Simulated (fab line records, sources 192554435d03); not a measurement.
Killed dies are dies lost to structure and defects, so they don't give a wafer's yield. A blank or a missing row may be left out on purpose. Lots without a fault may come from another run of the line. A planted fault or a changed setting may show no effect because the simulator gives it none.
fab line records | flow n5_finfet
record lots=6 wafers=18 last_day=17
route steps=1938 shown BEOL_M8@1365
lots that met no fault: from a run of the same line without faults
start_h: hours from the record's first day to the start of the lot's first wafer shown | wait_h: hours since the lot's step before | " the same as in the row above | L1.1+2: a row that stands for several wafers | - no value, or no start given | * or withheld: withheld | < > ~ a bound
route shown NAME@n: a module of which the file shows steps, and the number in the route of the first | usual: mean/standard deviation of fault-free wafers | same: alike in all rows | chamber/n: place in a boat | sites: the reading at each site | _std_site: their standard deviation | _edge_site: outer sites' mean less inner sites' | radius_mm: how far each site lies from the wafer's centre | mask NAME#n: copy n | behind: the tool/chamber that last shaped the wafer | hold: why the lot was held/for how many hours/how that ended | device: the transistor (n, p or np) that didn't switch | end of line: the same wafers' tests at the end of the route | a step without rows: its recipe alone | killed: dies lost to structure and defects at the first sort, not the wafer's yield | map: a wafer's dies, x killed, . not, _ none there
set.NAME: the setting as run; set.NAME@STEP: as run at that earlier step | model.NAME: the simulator's own value behind a step, which no gauge read
lots at some steps of the route; a table a step, a row a wafer
services: from which hour (start_h, from the record's first day; less than 0 if before it) a tool's chamber was out of use, for how many hours, and why
## steps
# step N5_BEOL_M8_CD_MEAS_28
# recipe target_cd_nm=40 landing_energy_ev=500 detector=se_inlens
# usual cd_nm=40.04/0.23
# columns lot.wafer tool chamber start_h wait_h cd_nm
L261.1 cd_sem-01 0 213.18 - 40.07
L261.2 " 0 " " 39.74
L261.5 " 0 " " 40.14
L270.3 cd_sem-01 0 275.99 - 39.85
L270.5 " 0 " " 39.92
L270.6 " 0 " " 39.58
L268.2 cd_sem-03 0 284.67 - 39.93
L268.3 " 0 " " 39.76
L268.4 " 0 " " 40.00
L272.1 cd_sem-02 0 284.84 - 39.81
L272.3 " 0 " " 39.70
L272.4 " 0 " " 40.49
L280.3 cd_sem-02 0 329.69 - 39.81
L280.5 " 0 " " 39.59
L280.6 " 0 " " 39.75
L279.1 cd_sem-02 0 329.86 - 40.18
L279.3 " 0 " " 39.91
L279.6 " 0 " " 40.19
# step N5_BEOL_M8_OVL_MEAS_29
# recipe points_per_wafer=522
# usual V7_OVL=0.0/0.64
# columns lot.wafer tool chamber start_h wait_h V7_OVL[nm]
L261.1 overlay-02 0 213.21 0.0 0.7
L261.2 " 0 " " 0.0
L261.5 " 0 " " 0.4
L270.3 overlay-01 0 276.03 0.0 1.2
L270.5 " 0 " " 0.4
L270.6 " 0 " " 0.7
L268.2 overlay-02 0 284.70 0.0 1.1
L268.3 " 0 " " 0.2
L268.4 " 0 " " 1.1
L272.1 overlay-02 0 284.87 0.0 0.3
L272.3 " 0 " " 0.3
L272.4 " 0 " " -0.4
L280.3 overlay-02 0 329.73 0.0 -0.8
L280.5 " 0 " " 0.4
L280.6 " 0 " " -1.1
L279.1 overlay-01 0 329.89 0.0 -1.0
L279.3 " 0 " " 0.2
L279.6 " 0 " " -0.6
# step N5_BEOL_M8_INSPECT_30
# recipe mode=adi inspect_instrument=brightfield
# usual raw_defect_count=401/83
# columns lot.wafer tool chamber start_h wait_h raw_defect_count
L261.1 defect_inspect-01 - 213.27 0.1 354
L261.2 " - " " 389
L261.5 " - " " 296
L270.3 defect_inspect-02 - 276.08 0.0 340
L270.5 " - " " 356
L270.6 " - " " 392
L268.2 defect_inspect-02 - 284.76 0.0 494
L268.3 " - " " 564
L268.4 " - " " 381
L272.1 defect_inspect-01 - 284.92 0.1 493
L272.3 " - " " 550
L272.4 " - " " 469
L280.3 defect_inspect-01 - 329.78 0.0 275
L280.5 " - " " 339
L280.6 " - " " 349
L279.1 defect_inspect-02 - 329.95 0.1 396
L279.3 " - " " 502
L279.6 " - " " 295
# step N5_BEOL_M8_DESCUM_33
# recipe chemistry=O2 time_s=7 source_power_w=50 bias_power_w=20 pressure_mtorr=20 rf_frequency_hz=2.712e+07 temp_c=40 resist=CAR-EUV o2_flow_sccm=225
# usual bias_power_w=20.00/0.059 chamber_pressure_mTorr=19.999/0.018 drypump_motor_current_A=5.5/0.38 oes_product_au=0.75/0.08 rf_vpp_V=242.8/1.6 showerhead_plenum_p_Torr=2.07/0.088 throttle_valve_pct=20.38/0.13
# columns lot.wafer tool chamber start_h wait_h bias_power_w chamber_pressure_mTorr drypump_motor_current_A oes_product_au rf_hours_counter_h rf_vpp_V showerhead_plenum_p_Torr throttle_valve_pct
L261.1 rie_diel-05 3 214.37 1.1 19.96 20.017 5.7 0.89 27 244.6 2.20 20.17
L261.2 " 2 " " 19.95 20.010 5.9 0.70 208 243.7 2.17 20.43
L261.5 " 2 " " 19.98 19.991 5.9 0.70 - 243.2 2.17 20.44
L270.3 rie_diel-04 1 276.11 0.0 20.03 20.025 5.3 0.68 245 244.1 2.14 20.61
L270.5 " 3 " " 19.99 20.003 5.7 0.67 - 240.8 1.96 20.33
L270.6 " 0 " " 19.98 19.979 5.9 0.68 - 241.5 1.96 20.54
L268.2 rie_diel-04 0 285.00 0.2 20.02 19.996 5.8 0.67 229 241.9 1.96 20.52
L268.3 " 3 " " 20.03 20.027 5.6 0.68 230 241.3 1.96 20.35
L268.4 " 1 " " 20.02 19.989 5.3 0.70 248 244.0 2.14 20.59
L272.1 rie_diel-04 2 285.51 0.6 20.04 20.003 4.8 0.84 77 241.8 2.04 20.42
L272.3 " 3 " " 20.06 19.981 5.6 0.68 230 241.2 1.96 20.36
L272.4 " 0 " " 19.95 20.012 5.9 0.67 229 242.3 1.96 20.55
L280.3 rie_diel-05 1 329.81 0.0 20.08 19.993 5.5 0.71 240 239.8 1.95 20.44
L280.5 " 2 " " 20.07 20.020 5.9 0.68 - 245.8 2.16 20.48
L280.6 " 1 " " 19.97 19.999 5.5 0.70 - 239.7 1.95 20.45
L279.1 rie_diel-02 3 330.16 0.2 19.93 20.003 5.4 0.83 84 244.2 2.11 20.35
L279.3 " 1 " " 19.91 20.006 5.0 0.80 89 243.3 2.13 20.33
L279.6 " 0 " " 19.99 19.995 5.6 0.68 - 241.8 1.97 20.48
# step N5_BEOL_M8_ETCH_72
# recipe chemistry=N2/H2 target=underlayer target_depth_a=65 mask_material=CAR-EUV time_s=5.2 ion_energy_ev=200 pressure_mtorr=30 source_w=840 bias_w=150 n2_flow_sccm=200 h2_flow_sccm=200 ends=cleared
# usual bias_w=150.0/0.48 chamber_pressure_mTorr=30.00/0.041 drypump_motor_current_A=5.5/0.38 etch_rf_on_time_s=5.28/0.088 oes_product_au=0.64/0.065 rf_vpp_V=523.1/2.8 showerhead_plenum_p_Torr=2.52/0.1 throttle_valve_pct=17.87/0.22
# columns lot.wafer tool chamber start_h wait_h bias_w chamber_pressure_mTorr drypump_motor_current_A etch_rf_on_time_s oes_product_au rf_hours_counter_h rf_vpp_V showerhead_plenum_p_Torr throttle_valve_pct
L261.1 rie_diel-05 3 214.43 0.0 150.3 30.02 5.7 5.38 0.75 27 529.1 2.71 17.69
L261.2 " 2 " " 150.5 30.00 5.9 5.27 0.60 208 525.8 2.63 17.91
L261.5 " 2 " " 150.3 30.05 5.9 5.29 0.60 - 525.2 2.63 17.88
L270.3 rie_diel-04 1 276.15 0.0 149.0 30.02 5.3 5.25 0.58 245 526.5 2.59 18.04
L270.5 " 3 " " 151.0 30.04 5.7 5.31 0.57 - 521.5 2.41 17.93
L270.6 " 0 " " 150.3 30.09 5.9 5.28 0.58 - 520.6 2.41 18.08
L268.2 rie_diel-04 0 285.04 0.0 149.6 29.97 5.8 5.32 0.56 229 520.9 2.41 18.10
L268.3 " 3 " " 150.7 29.98 5.6 5.36 0.57 230 521.4 2.41 17.92
L268.4 " 1 " " 149.1 29.97 5.3 5.28 0.58 248 526.0 2.59 18.04
L272.1 rie_diel-04 2 285.54 0.0 150.0 29.98 4.8 5.23 0.71 77 521.5 2.46 17.67
L272.3 " 3 " " 149.4 30.03 5.6 5.36 0.56 230 519.6 2.41 17.93
L272.4 " 0 " " 150.0 30.01 5.9 5.33 0.57 229 522.1 2.41 18.08
L280.3 rie_diel-05 1 329.85 0.0 149.8 30.02 5.5 5.38 0.59 240 518.3 2.41 18.11
L280.5 " 2 " " 150.3 30.02 5.9 5.21 0.58 - 524.9 2.61 17.99
L280.6 " 1 " " 150.4 29.89 5.6 5.34 0.60 - 520.4 2.41 18.15
L279.1 rie_diel-02 3 330.19 0.0 149.6 29.96 5.4 5.29 0.70 84 523.8 2.55 17.70
L279.3 " 1 " " 149.9 29.96 4.9 5.28 0.67 89 523.5 2.56 17.58
L279.6 " 0 " " 150.5 30.05 5.6 5.33 0.57 - 519.0 2.41 18.21
# step N5_BEOL_M8_ETCH_65
# recipe chemistry=CF4 target=SiARC target_depth_a=156 mask_material=CAR-EUV time_s=26 ion_energy_ev=80 pressure_mtorr=40 source_w=545 bias_w=36 Ar_flow_sccm=100 cf4_flow_sccm=100 ends=cleared
# usual bias_w=36.02/0.11 chamber_pressure_mTorr=40.00/0.036 drypump_motor_current_A=5.5/0.38 etch_rf_on_time_s=26.3/0.45 oes_product_au=0.64/0.066 rf_vpp_V=183.9/1.3 showerhead_plenum_p_Torr=2.13/0.082 throttle_valve_pct=15.66/0.19
# columns lot.wafer tool chamber start_h wait_h bias_w chamber_pressure_mTorr drypump_motor_current_A etch_rf_on_time_s oes_product_au rf_hours_counter_h rf_vpp_V showerhead_plenum_p_Torr throttle_valve_pct
L261.1 rie_diel-05 3 214.45 0.0 35.83 39.99 5.7 26.5 0.75 27 186.0 2.27 15.42
L261.2 " 2 " " 36.03 40.02 5.9 26.2 0.60 208 184.4 2.21 15.63
L261.5 " 2 " " 35.96 40.00 5.9 26.1 0.60 - 184.7 2.21 15.63
L270.3 rie_diel-04 1 276.16 0.0 36.11 40.01 5.3 26.0 0.58 245 185.3 2.20 15.93
L270.5 " 3 " " 35.87 40.01 5.6 26.6 0.58 - 182.5 2.03 15.75
L270.6 " 0 " " 36.14 40.04 5.9 26.3 0.58 - 181.7 2.04 15.87
L268.2 rie_diel-04 0 285.06 0.0 36.01 40.03 5.9 26.4 0.57 229 184.3 2.04 15.88
L268.3 " 3 " " 35.81 40.09 5.6 26.8 0.57 230 183.5 2.03 15.72
L268.4 " 1 " " 36.06 40.02 5.3 26.2 0.59 248 184.0 2.20 15.93
L272.1 rie_diel-04 2 285.56 0.0 35.93 39.95 4.8 26.3 0.70 77 182.3 2.08 15.53
L272.3 " 3 " " 35.92 40.01 5.6 27.0 0.57 230 181.3 2.03 15.73
L272.4 " 0 " " 35.85 40.01 5.9 26.6 0.57 229 183.5 2.04 15.88
L280.3 rie_diel-05 1 329.86 0.0 36.07 39.99 5.5 27.3 0.59 241 183.0 2.04 15.88
L280.5 " 2 " " 36.00 40.01 5.9 26.2 0.58 - 185.2 2.20 15.71
L280.6 " 1 " " 35.97 39.93 5.5 27.3 0.59 - 181.5 2.04 15.87
L279.1 rie_diel-02 3 330.21 0.0 36.13 40.03 5.4 26.0 0.71 84 183.5 2.17 15.64
L279.3 " 1 " " 36.15 39.97 5.0 25.8 0.68 89 184.3 2.17 15.45
L279.6 " 0 " " 36.18 39.98 5.6 26.4 0.57 - 182.3 2.02 15.78
# step N5_BEOL_M8_ETCH_66
# recipe chemistry=N2/H2 target=SOC target_depth_a=800 overetch_a=160 mask_material=SiARC temp_c=40 time_s=120 ion_energy_ev=200 pressure_mtorr=30 source_w=840 bias_w=150 n2_flow_sccm=200 h2_flow_sccm=200
# step N5_BEOL_M8_STRIP_69
# recipe chemistry=N2/H2 temp_c=40 n2_flow_sccm=200 h2_flow_sccm=200 rf_frequency_hz=6e+07
# step N5_BEOL_M8_STRIP_73
# recipe chemistry=N2/H2 temp_c=40 n2_flow_sccm=200 h2_flow_sccm=200 rf_frequency_hz=6e+07
# step N5_BEOL_M8_VIA_ETCH_34
# recipe chemistry=C4F6/O2 target=SiCOH_lowk target_depth_a=1255 mask_material=SOC taper_deg=4 time_s=50.5 ion_energy_ev=250 pressure_mtorr=30 source_w=345 bias_w=185 Ar_flow_sccm=300 C4F6_flow_sccm=10 O2_flow_sccm=10
# step N5_BEOL_M8_STRIP_76
# recipe chemistry=C4F6/O2 resist=SiARC rf_frequency_hz=6e+07
# step N5_BEOL_M8_STRIP_36
# recipe chemistry=N2/H2 power_w=450 temp_c=40 pressure_mtorr=20 rf_frequency_hz=6e+07 overash_fraction=0.3 bias_power_w=7 h2_frac=0.5 n2_flow_sccm=200 h2_flow_sccm=200
# usual bias_power_w=7.002/0.021 chamber_pressure_mTorr=19.99/0.035 drypump_motor_current_A=5.5/0.38 oes_product_au=0.75/0.081 rf_vpp_V=59.1/1.7 showerhead_plenum_p_Torr=2.52/0.1 throttle_valve_pct=23.62/0.26
# columns lot.wafer tool chamber start_h wait_h bias_power_w chamber_pressure_mTorr drypump_motor_current_A oes_product_au rf_hours_counter_h rf_vpp_V showerhead_plenum_p_Torr throttle_valve_pct
L261.1 rie_diel-05 3 214.72 0.0 6.981 20.04 5.7 0.90 27 58.2 2.70 23.55
L261.2 " 2 " " 7.024 19.99 5.9 0.72 208 58.3 2.63 23.68
L261.5 " 2 " " 7.029 19.97 5.9 0.70 - 56.0 2.63 23.70
L270.3 rie_diel-04 1 276.34 0.0 7.022 19.98 5.3 0.68 245 60.1 2.59 23.74
L270.5 " 3 " " 7.021 20.04 5.6 0.68 - 57.0 2.40 23.58
L270.6 " 0 " " 7.039 19.99 5.9 0.67 - 57.2 2.40 23.92
L268.2 rie_diel-04 0 285.24 0.0 7.005 19.99 5.9 0.68 229 60.9 2.40 23.92
L268.3 " 3 " " 7.009 20.06 5.6 0.69 230 60.6 2.40 23.57
L268.4 " 1 " " 6.989 20.01 5.3 0.69 248 58.7 2.59 23.73
L272.1 rie_diel-04 2 285.74 0.0 6.968 19.96 4.8 0.83 77 60.3 2.45 23.34
L272.3 " 3 " " 6.996 19.99 5.7 0.68 230 61.0 2.40 23.54
L272.4 " 0 " " 6.978 20.02 5.9 0.68 229 58.8 2.40 23.89
L280.3 rie_diel-05 1 330.04 0.0 6.995 20.01 5.4 0.71 241 58.1 2.40 23.94
L280.5 " 2 " " 6.992 20.02 5.9 0.68 - 57.9 2.61 23.74
L280.6 " 1 " " 6.967 20.01 5.5 0.70 - 59.2 2.40 23.94
L279.1 rie_diel-02 3 330.39 0.0 6.968 20.00 5.4 0.84 84 59.4 2.55 23.40
L279.3 " 1 " " 6.991 20.02 4.9 0.81 90 58.8 2.56 23.33
L279.6 " 0 " " 6.989 20.02 5.6 0.66 - 57.6 2.41 24.19
# step N5_BEOL_M8_TRENCH_ETCH_37
# recipe chemistry=C4F6/O2 target_depth_a=934.78 target=SiCOH_lowk time_s=31.2 ion_energy_ev=250 pressure_mtorr=30 source_w=345 bias_w=185 Ar_flow_sccm=300 C4F6_flow_sccm=10 O2_flow_sccm=10
# usual bias_w=185.0/0.56 chamber_pressure_mTorr=30.000/0.027 drypump_motor_current_A=5.5/0.38 oes_product_au=0.75/0.077 rf_vpp_V=667/9.6 showerhead_plenum_p_Torr=2.83/0.11 throttle_valve_pct=20.93/0.19
# columns lot.wafer tool chamber start_h wait_h bias_w chamber_pressure_mTorr drypump_motor_current_A oes_product_au rf_hours_counter_h rf_vpp_V showerhead_plenum_p_Torr throttle_valve_pct model.etch.depth_nm model.BEOL_M8.feature_depth_nm
L261.1 rie_diel-05 3 214.78 - 185.0 29.990 5.7 0.88 27 671 3.01 20.77 92.5 92.6
L261.2 " 2 " " 185.8 29.957 5.9 0.71 208 668 2.93 20.86 93.1 93.2
L261.5 " 2 " " 185.9 30.070 5.9 0.71 - 672 2.93 20.84 93.2 93.2
L270.3 rie_diel-04 1 276.38 - 184.7 30.043 5.3 0.68 245 657 2.93 21.23 91.58 91.6
L270.5 " 3 " " 184.5 30.010 5.6 0.68 - 682 2.69 20.92 91.74 91.8
L270.6 " 0 " " 185.4 30.030 5.8 0.67 - 659 2.70 21.12 90.76 90.8
L268.2 rie_diel-04 0 285.28 - 185.1 29.961 5.9 0.67 229 657 2.70 21.13 91.61 91.6
L268.3 " 3 " " 200.0 29.975 5.7 0.69 230 722 2.69 20.91 94.43 94.4
L268.4 " 1 " " 185.4 30.012 5.3 0.68 248 659 2.93 21.25 92.78 92.8
L272.1 rie_diel-04 2 285.78 - 184.7 30.009 4.8 0.82 77 674 2.77 20.84 91.69 91.6
L272.3 " 3 " " 198.1 30.012 5.6 0.68 230 723 2.69 20.92 92 92
L272.4 " 0 " " 185.5 30.016 5.9 0.66 229 658 2.70 21.11 90.04 90
L280.3 rie_diel-05 1 330.08 - 184.9 30.022 5.6 0.69 241 675 2.71 21.18 90.29 90.2
L280.5 " 2 " " 184.5 30.035 5.9 0.68 - 669 2.92 20.90 92.3 92.4
L280.6 " 1 " " 184.1 29.998 5.6 0.69 - 674 2.71 21.17 90.76 90.8
L279.1 rie_diel-02 3 330.43 - 186.1 30.027 5.4 0.82 84 662 2.87 20.85 92.23 92.2
L279.3 " 1 " " 183.8 30.008 5.0 0.79 90 652 2.88 20.78 93.4 93.4
L279.6 " 0 " " 185.5 30.005 5.7 0.67 - 673 2.70 21.09 91.76 91.8
# step N5_BEOL_M8_ETCH_41
# recipe chemistry=CH3F/O2 target=SiCN target_depth_a=319 taper_deg=2 time_s=57.8 ion_energy_ev=120 mask_material=TiN pressure_mtorr=30 source_w=395 bias_w=75 Ar_flow_sccm=150 CH3F_flow_sccm=30 O2_flow_sccm=20
# usual bias_w=75.01/0.23 chamber_pressure_mTorr=30.000/0.027 drypump_motor_current_A=5.5/0.38 oes_product_au=0.75/0.077 rf_vpp_V=296.9/1.8 showerhead_plenum_p_Torr=1.98/0.081 throttle_valve_pct=16.34/0.19
# columns lot.wafer tool chamber start_h wait_h bias_w chamber_pressure_mTorr drypump_motor_current_A oes_product_au rf_hours_counter_h rf_vpp_V showerhead_plenum_p_Torr throttle_valve_pct
L261.1 rie_diel-05 3 - - 74.83 29.979 5.7 0.87 27 298.5 2.12 16.14
L261.2 " 2 " " 75.30 29.998 5.9 0.71 208 297.8 2.06 16.30
L261.5 " 2 " " 75.32 30.012 5.9 0.71 - 297.9 2.06 16.27
L270.3 rie_diel-04 1 - - 74.82 29.969 5.3 0.68 245 298.9 2.06 16.65
L270.5 " 3 " " 74.90 30.005 5.6 0.67 - 296.2 1.88 16.37
L270.6 " 0 " " 75.33 29.990 5.9 0.67 - 294.7 1.89 16.53
L268.2 rie_diel-04 0 - - 74.47 29.980 5.9 0.67 229 294.5 1.89 16.56
L268.3 " 3 " " 74.70 30.005 5.7 0.67 230 295.0 1.88 16.37
L268.4 " 1 " " 75.09 29.994 5.3 0.68 248 298.8 2.06 16.66
L272.1 rie_diel-04 2 - - 75.04 30.005 4.8 0.83 77 294.6 1.94 16.24
L272.3 " 3 " " 74.77 29.967 5.7 0.67 230 294.4 1.88 16.37
L272.4 " 0 " " 74.80 29.943 5.9 0.67 229 294.1 1.89 16.56
L280.3 rie_diel-05 1 - - 74.97 30.037 5.6 0.70 241 294.0 1.90 16.58
L280.5 " 2 " " 75.20 29.977 5.9 0.68 - 298.5 2.05 16.36
L280.6 " 1 " " 74.75 30.030 5.6 0.69 - 295.8 1.90 16.56
L279.1 rie_diel-02 3 - - 75.10 30.022 5.4 0.82 84 297.6 2.02 16.24
L279.3 " 1 " " 75.26 29.967 4.9 0.78 90 296.1 2.03 16.17
L279.6 " 0 " " 75.02 29.982 5.7 0.66 - 295.4 1.89 16.51
## services
# columns tool chamber start_h hours kind
rie_diel-04 - 212.45 14.6 pm
rie_diel-05 0 213.96 11.5 repair
rie_diel-05 1 253.43 2.5 repair
rie_diel-02 - 273.16 0.6 repair
rie_diel-05 - 278.82 0.5 repair
rie_diel-05 2 282.21 3.3 repair
rie_diel-04 1 289.29 - clean
rie_diel-04 1 289.29 - consumable_replace:focus_ring
rie_diel-04 1 289.29 17.8 scheduled_down
rie_diel-04 1 289.29 17.8 vent_cycle
rie_diel-02 3 310.74 16.3 repair
rie_diel-02 2 327.39 - clean
rie_diel-02 2 327.39 - consumable_replace:focus_ring
rie_diel-02 2 327.39 35.9 scheduled_down
rie_diel-02 2 327.39 35.9 vent_cycle
rie_diel-04 0 330.12 3.0 repair
## key
first_sign step=N5_BEOL_M8_TRENCH_ETCH_37 reading=bias_w direction=up sigmas=25 usual=* struck=*
effect step=N5_BEOL_M8_TRENCH_ETCH_37 reading=rf_vpp_V direction=up sigmas=5.8 usual=667 struck=723
model_effect step=N5_BEOL_M8_TRENCH_ETCH_37 value=etch.depth_nm without=90.96 struck=93.21
met_at N5_BEOL_M8_TRENCH_ETCH_37
struck_wafers L268.3,L272.3
onset_between 276.38 285.28
fault kind=process_parameter_drift tool=rie_diel-04 chamber=3 onset_h=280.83 steps=N5_BEOL_M8_TRENCH_ETCH_37 channel=bias_w offset=* shape=step end_h=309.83 acts_in=* stated=*
